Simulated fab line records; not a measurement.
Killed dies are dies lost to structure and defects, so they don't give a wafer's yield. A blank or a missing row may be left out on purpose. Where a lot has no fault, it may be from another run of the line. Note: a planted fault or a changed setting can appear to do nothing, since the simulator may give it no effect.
Which tool is to blame? || flow n5_finfet || 11 lots with 32 wafers sampled at 4 steps, on a route of 1938 steps

== WHAT EACH GAUGE READ, for each wafer ==
N5_BEOL_M11_INSPECT_13: inspects for defects (brightfield). Usual: raw_defect_count reads 439 (standard deviation 110).
{"lot": "L103", "measured": "day 10 20:58", "on": "defect_inspect-02", "raw_defect_count": "747 431", "flag": ""}
{"lot": "L105", "measured": "day 10 21:16", "on": "defect_inspect-01", "raw_defect_count": "398 365 426", "flag": ""}
{"lot": "L107", "measured": "day 12 02:54", "on": "defect_inspect-02", "raw_defect_count": "272 319 419", "flag": ""}
{"lot": "L110", "measured": "day 12 15:19", "on": "defect_inspect-02", "raw_defect_count": "443 502 414", "flag": ""}
{"lot": "L111", "measured": "day 13 10:21", "on": "defect_inspect-02", "raw_defect_count": "464 301 371", "flag": ""}
{"lot": "L117", "measured": "day 14 13:58", "on": "defect_inspect-02", "raw_defect_count": "422 326 224", "flag": ""}
{"lot": "L120", "measured": "day 14 18:19", "on": "defect_inspect-02", "raw_defect_count": "315 405 334", "flag": ""}
{"lot": "L119", "measured": "day 14 18:31", "on": "defect_inspect-01", "raw_defect_count": "440 399 322", "flag": ""}
{"lot": "L123", "measured": "day 15 15:11", "on": "defect_inspect-01", "raw_defect_count": "533 392 487", "flag": ""}
{"lot": "L125", "measured": "day 15 23:42", "on": "defect_inspect-02", "raw_defect_count": "500 433 484", "flag": ""}
{"lot": "L126", "measured": "day 16 08:46", "on": "defect_inspect-01", "raw_defect_count": "366 361 564", "flag": ""}

N5_BEOL_M11_CD_MEAS_35: target cd 70 nm. Usual: cd_nm reads 69.9 nm (standard deviation 0.62).
{"lot": "L103", "measured": "day 11 01:22", "on": "cd_sem-01", "cd_nm (nm)": "69.9 70.6", "flag": ""}
{"lot": "L105", "measured": "day 11 00:58", "on": "cd_sem-02", "cd_nm (nm)": "69.3 69.4 69.0", "flag": ""}
{"lot": "L107", "measured": "day 12 06:29", "on": "cd_sem-02", "cd_nm (nm)": "70.4 69.3 69.5", "flag": ""}
{"lot": "L110", "measured": "day 12 18:29", "on": "cd_sem-01", "cd_nm (nm)": "69.9 69.4 69.7", "flag": ""}
{"lot": "L111", "measured": "day 13 12:17", "on": "cd_sem-03", "cd_nm (nm)": "70.1 68.9 70.6", "flag": ""}
{"lot": "L117", "measured": "day 14 17:19", "on": "cd_sem-02", "cd_nm (nm)": "69.8 70.0 69.2", "flag": ""}
{"lot": "L120", "measured": "day 14 20:28", "on": "cd_sem-03", "cd_nm (nm)": "70.0 69.2 69.0", "flag": ""}
{"lot": "L119", "measured": "day 14 22:04", "on": "cd_sem-03", "cd_nm (nm)": "70.4 70.1 69.9", "flag": ""}
{"lot": "L123", "measured": "day 15 18:29", "on": "cd_sem-02", "cd_nm (nm)": "70.5 70.2 70.7", "flag": ""}
{"lot": "L125", "measured": "day 16 03:42", "on": "cd_sem-02", "cd_nm (nm)": "69.0 69.5 70.3", "flag": ""}
{"lot": "L126", "measured": "day 16 13:14", "on": "cd_sem-02", "cd_nm (nm)": "71.0 70.8 70.6", "flag": ""}

== EACH LOT AND THE TOOL THAT RAN IT (in order: tool; ch and the chambers of the sampled wafers; start) ==
{"lot": "L103", "N5_BEOL_M11_DESCUM_33": "rie_diel-04 ch 1, day 11 00:43", "N5_BEOL_M11_ETCH_66": "rie_diel-04 ch 1, day 11 00:48"}
{"lot": "L105", "N5_BEOL_M11_DESCUM_33": "rie_diel-06 ch 0,1,3, day 11 00:19", "N5_BEOL_M11_ETCH_66": "rie_diel-06 ch 0,1,3, day 11 00:24"}
{"lot": "L107", "N5_BEOL_M11_DESCUM_33": "rie_diel-04 ch 0,2,3, day 12 05:50", "N5_BEOL_M11_ETCH_66": "rie_diel-04 ch 0,2,3, day 12 05:56"}
{"lot": "L110", "N5_BEOL_M11_DESCUM_33": "rie_diel-04 ch 0,1,3, day 12 17:50", "N5_BEOL_M11_ETCH_66": "rie_diel-04 ch 0,1,3, day 12 17:55"}
{"lot": "L111", "N5_BEOL_M11_DESCUM_33": "rie_diel-02 ch 0,1,2, day 13 11:38", "N5_BEOL_M11_ETCH_66": "rie_diel-02 ch 0,1,2, day 13 11:43"}
{"lot": "L117", "N5_BEOL_M11_DESCUM_33": "rie_diel-04 ch 0,1,2, day 14 16:40", "N5_BEOL_M11_ETCH_66": "rie_diel-04 ch 0,1,2, day 14 16:46"}
{"lot": "L120", "N5_BEOL_M11_DESCUM_33": "rie_diel-04 ch 0,1, day 14 19:49", "N5_BEOL_M11_ETCH_66": "rie_diel-04 ch 0,1, day 14 19:53"}
{"lot": "L119", "N5_BEOL_M11_DESCUM_33": "rie_diel-04 ch 1,2, day 14 21:25", "N5_BEOL_M11_ETCH_66": "rie_diel-04 ch 1,2, day 14 21:30"}
{"lot": "L123", "N5_BEOL_M11_DESCUM_33": "rie_diel-02 ch 0,1, day 15 17:50", "N5_BEOL_M11_ETCH_66": "rie_diel-02 ch 0,1, day 15 17:55"}
{"lot": "L125", "N5_BEOL_M11_DESCUM_33": "rie_diel-06 ch 1,2, day 16 02:49", "N5_BEOL_M11_ETCH_66": "rie_diel-06 ch 1,2, day 16 02:56"}
{"lot": "L126", "N5_BEOL_M11_DESCUM_33": "rie_diel-06 ch 0,1, day 16 12:35", "N5_BEOL_M11_ETCH_66": "rie_diel-06 ch 0,1, day 16 12:41"}
- N5_BEOL_M11_DESCUM_33: chemistry O2, time 7.9 s.
- N5_BEOL_M11_ETCH_66: etches SOC in N2/H2, target depth 120 nm, overetch 24 nm, time 180 s.

== AS READ BY THE TOOLS THEMSELVES (means over the sampled wafers that have a number; for cases with no such wafer, the mark the record gives instead) ==
N5_BEOL_M11_DESCUM_33. Usual: drypump_motor_current_A 5.4 A, standard deviation 0.46; oes_product_au 0.83 a.u., standard deviation 0.089; rf_fwd_power_W 49.29 W, standard deviation 0.23; rf_vpp_V 243.7 V, standard deviation 1.4; showerhead_plenum_p_Torr 2.13 Torr, standard deviation 0.071; throttle_valve_pct 20.41 %, standard deviation 0.28.
{"lot": "L103", "tool": "rie_diel-04", "drypump_motor_current_A (A)": 5.3, "oes_product_au (a.u.)": 0.73, "rf_fwd_power_W (W)": 49.59, "rf_vpp_V (V)": 242.9, "showerhead_plenum_p_Torr (Torr)": 2.10, "throttle_valve_pct (%)": 20.49, "flag": ""}
{"lot": "L105", "tool": "rie_diel-06", "drypump_motor_current_A (A)": 5.1, "oes_product_au (a.u.)": 0.77, "rf_fwd_power_W (W)": 49.22, "rf_vpp_V (V)": 242.1, "showerhead_plenum_p_Torr (Torr)": 2.07, "throttle_valve_pct (%)": 20.56, "flag": ""}
{"lot": "L107", "tool": "rie_diel-04", "drypump_motor_current_A (A)": 5.5, "oes_product_au (a.u.)": 0.81, "rf_fwd_power_W (W)": 49.06, "rf_vpp_V (V)": 243.7, "showerhead_plenum_p_Torr (Torr)": 2.14, "throttle_valve_pct (%)": 20.48, "flag": ""}
{"lot": "L110", "tool": "rie_diel-04", "drypump_motor_current_A (A)": 5.6, "oes_product_au (a.u.)": 0.78, "rf_fwd_power_W (W)": 49.24, "rf_vpp_V (V)": 243.3, "showerhead_plenum_p_Torr (Torr)": 2.13, "throttle_valve_pct (%)": 20.59, "flag": ""}
{"lot": "L111", "tool": "rie_diel-02", "drypump_motor_current_A (A)": 5.8, "oes_product_au (a.u.)": 0.92, "rf_fwd_power_W (W)": 49.18, "rf_vpp_V (V)": 244.2, "showerhead_plenum_p_Torr (Torr)": 2.21, "throttle_valve_pct (%)": 20.23, "flag": ""}
{"lot": "L117", "tool": "rie_diel-04", "drypump_motor_current_A (A)": 5.4, "oes_product_au (a.u.)": 0.80, "rf_fwd_power_W (W)": 49.11, "rf_vpp_V (V)": 243.5, "showerhead_plenum_p_Torr (Torr)": 2.11, "throttle_valve_pct (%)": 20.30, "flag": ""}
{"lot": "L120", "tool": "rie_diel-04", "drypump_motor_current_A (A)": 5.4, "oes_product_au (a.u.)": 0.75, "rf_fwd_power_W (W)": 49.43, "rf_vpp_V (V)": 243.3, "showerhead_plenum_p_Torr (Torr)": 2.10, "throttle_valve_pct (%)": 20.41, "flag": ""}
{"lot": "L119", "tool": "rie_diel-04", "drypump_motor_current_A (A)": 5.3, "oes_product_au (a.u.)": 0.74, "rf_fwd_power_W (W)": 49.39, "rf_vpp_V (V)": 242.2, "showerhead_plenum_p_Torr (Torr)": 2.10, "throttle_valve_pct (%)": 20.45, "flag": ""}
{"lot": "L123", "tool": "rie_diel-02", "drypump_motor_current_A (A)": 5.9, "oes_product_au (a.u.)": 0.87, "rf_fwd_power_W (W)": 49.19, "rf_vpp_V (V)": 245.2, "showerhead_plenum_p_Torr (Torr)": 2.23, "throttle_valve_pct (%)": 20.13, "flag": ""}
{"lot": "L125", "tool": "rie_diel-06", "drypump_motor_current_A (A)": 5.0, "oes_product_au (a.u.)": 0.84, "rf_fwd_power_W (W)": 49.52, "rf_vpp_V (V)": 243.6, "showerhead_plenum_p_Torr (Torr)": 2.14, "throttle_valve_pct (%)": 20.39, "flag": ""}
{"lot": "L126", "tool": "rie_diel-06", "drypump_motor_current_A (A)": 5.1, "oes_product_au (a.u.)": 0.94, "rf_fwd_power_W (W)": 49.33, "rf_vpp_V (V)": 244.3, "showerhead_plenum_p_Torr (Torr)": 2.17, "throttle_valve_pct (%)": 20.39, "flag": ""}

N5_BEOL_M11_ETCH_66. Usual: drypump_motor_current_A 5.4 A, standard deviation 0.46; oes_product_au 0.66 a.u., standard deviation 0.069; rf_fwd_power_W 836.1 W, standard deviation 2.9; rf_vpp_V 524.9 V, standard deviation 2.6; run_length_s 203.3 s, standard deviation 0.41; showerhead_plenum_p_Torr 2.58 Torr, standard deviation 0.091; throttle_valve_pct 17.8 %, standard deviation 0.31.
{"lot": "L103", "tool": "rie_diel-04", "drypump_motor_current_A (A)": 5.3, "oes_product_au (a.u.)": 0.60, "rf_fwd_power_W (W)": 838.3, "rf_vpp_V (V)": 524.1, "run_length_s (s)": 202.7, "showerhead_plenum_p_Torr (Torr)": 2.55, "throttle_valve_pct (%)": 18.0, "flag": ""}
{"lot": "L105", "tool": "rie_diel-06", "drypump_motor_current_A (A)": 5.1, "oes_product_au (a.u.)": 0.61, "rf_fwd_power_W (W)": 835.3, "rf_vpp_V (V)": 522.4, "run_length_s (s)": 203.2, "showerhead_plenum_p_Torr (Torr)": 2.50, "throttle_valve_pct (%)": 17.8, "flag": ""}
{"lot": "L107", "tool": "rie_diel-04", "drypump_motor_current_A (A)": 5.6, "oes_product_au (a.u.)": 0.65, "rf_fwd_power_W (W)": 835.3, "rf_vpp_V (V)": 525.1, "run_length_s (s)": 203.4, "showerhead_plenum_p_Torr (Torr)": 2.58, "throttle_valve_pct (%)": 17.7, "flag": ""}
{"lot": "L110", "tool": "rie_diel-04", "drypump_motor_current_A (A)": 5.6, "oes_product_au (a.u.)": 0.62, "rf_fwd_power_W (W)": 835.7, "rf_vpp_V (V)": 525.0, "run_length_s (s)": 203.7, "showerhead_plenum_p_Torr (Torr)": 2.57, "throttle_valve_pct (%)": 17.9, "flag": ""}
{"lot": "L111", "tool": "rie_diel-02", "drypump_motor_current_A (A)": 5.8, "oes_product_au (a.u.)": 0.75, "rf_fwd_power_W (W)": 835.5, "rf_vpp_V (V)": 526.9, "run_length_s (s)": 203.3, "showerhead_plenum_p_Torr (Torr)": 2.66, "throttle_valve_pct (%)": 17.5, "flag": ""}
{"lot": "L117", "tool": "rie_diel-04", "drypump_motor_current_A (A)": 5.4, "oes_product_au (a.u.)": 0.59, "rf_fwd_power_W (W)": 838.3, "rf_vpp_V (V)": 523.6, "run_length_s (s)": 237.1, "showerhead_plenum_p_Torr (Torr)": 2.56, "throttle_valve_pct (%)": 17.7, "flag": "OFF"}
{"lot": "L120", "tool": "rie_diel-04", "drypump_motor_current_A (A)": 5.4, "oes_product_au (a.u.)": 0.57, "rf_fwd_power_W (W)": 836.4, "rf_vpp_V (V)": 522.8, "run_length_s (s)": 237.1, "showerhead_plenum_p_Torr (Torr)": 2.54, "throttle_valve_pct (%)": 17.8, "flag": "OFF"}
{"lot": "L119", "tool": "rie_diel-04", "drypump_motor_current_A (A)": 5.3, "oes_product_au (a.u.)": 0.55, "rf_fwd_power_W (W)": 839.9, "rf_vpp_V (V)": 523.5, "run_length_s (s)": 236.5, "showerhead_plenum_p_Torr (Torr)": 2.54, "throttle_valve_pct (%)": 17.9, "flag": "OFF"}
{"lot": "L123", "tool": "rie_diel-02", "drypump_motor_current_A (A)": 5.9, "oes_product_au (a.u.)": 0.69, "rf_fwd_power_W (W)": 835.2, "rf_vpp_V (V)": 527.6, "run_length_s (s)": 203.3, "showerhead_plenum_p_Torr (Torr)": 2.67, "throttle_valve_pct (%)": 17.2, "flag": ""}
{"lot": "L125", "tool": "rie_diel-06", "drypump_motor_current_A (A)": 5.1, "oes_product_au (a.u.)": 0.66, "rf_fwd_power_W (W)": 840.6, "rf_vpp_V (V)": 526.2, "run_length_s (s)": 203.4, "showerhead_plenum_p_Torr (Torr)": 2.61, "throttle_valve_pct (%)": 17.8, "flag": ""}
{"lot": "L126", "tool": "rie_diel-06", "drypump_motor_current_A (A)": 5.1, "oes_product_au (a.u.)": 0.76, "rf_fwd_power_W (W)": 835.2, "rf_vpp_V (V)": 526.4, "run_length_s (s)": 203.1, "showerhead_plenum_p_Torr (Torr)": 2.63, "throttle_valve_pct (%)": 17.6, "flag": ""}

== THE ANSWER, worked out from the rows above alone ==
Rule: take the mean of a lot's wafers that have a number; if it is more than 3 standard deviations from the usual mean, the lot is off. A lot without any number at a reading at which 4 lots or more have one is off too. Any other lot the step has rows for is counted as sound. After the gauges, taken in route order, come the tools' own readings; for these a lot's mean is taken, as printed above. The first step at which some lot is off is used, and at that step the reading that is off furthest; a lot without a number counts as furthest.
Off: L117, L120, L119, at N5_BEOL_M11_ETCH_66 (run_length_s).
A tool fits if, at that step or a process step before it, it ran every lot that is off, and no sound lot after the first of them. One candidate fits, namely rie_diel-04 at N5_BEOL_M11_DESCUM_33 and N5_BEOL_M11_ETCH_66. At N5_BEOL_M11_DESCUM_33 its last sound lot is L110 (day 12 17:50), its first lot that is off L117 (day 14 16:40): a fault that began between those two fits.

== WHAT THE SIMULATOR HAD INSERTED ==
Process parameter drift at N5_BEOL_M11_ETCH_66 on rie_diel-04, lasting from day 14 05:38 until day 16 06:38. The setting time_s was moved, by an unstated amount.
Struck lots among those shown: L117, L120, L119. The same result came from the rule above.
